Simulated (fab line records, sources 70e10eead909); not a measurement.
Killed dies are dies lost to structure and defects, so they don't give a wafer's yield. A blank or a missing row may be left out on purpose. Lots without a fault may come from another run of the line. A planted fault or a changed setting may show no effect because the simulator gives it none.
Chamber matching | flow nand_harc | NHARC_P_CONTACT_DEP_30 on pecvd-04: 3 sister chambers
The step deposits SiNx, target thk 30 nm. 3 wafers are shown with their chamber, then 7 later ones without.

WAFERS WITH THEIR CHAMBER
wafer  | chamber | heater_power_w (W)
L084.4 | 1       | 893
L083.1 | 2       | 709
L083.3 | 0       | 750

WAFERS WITHOUT THEIR CHAMBER
wafer  | heater_power_w (W)
L083.6 | 696
L085.1 | 611
L085.2 | 813
L085.4 | 624
L096.2 | 797
L096.5 | 808
L096.6 | 720

WHICH CHAMBER EACH WENT THROUGH
wafer  | from the rows above          | in truth
L083.6 | can't be placed: 2 or 0      | 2
L085.1 | can't be placed: 2 or 0      | 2
L085.2 | can't be placed: 0 or 1 or 2 | 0
L085.4 | can't be placed: 2 or 0      | 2
L096.2 | can't be placed: 0 or 2 or 1 | 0
L096.5 | can't be placed: 0 or 1 or 2 | 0
L096.6 | can't be placed: 2 or 0      | 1
Placed correctly: 0 of 7. Can't be placed from these rows: 7 (the true chamber is among the candidates in 6). Placed wrongly: 0.
How it was worked out, from the rows above alone: a wafer's distance from a chamber is the root of the sum, over the readings, of the square of ((its reading less the chamber's mean) divided by the reading's scatter). The wafer belongs to the nearest chamber; if the next one is less than 2 further off, it can't be placed. A chamber's mean is the mean of its shown wafers. The scatter: with one shown wafer a chamber, the root of the mean of the squares of how far each hidden wafer lies from its nearest shown one.
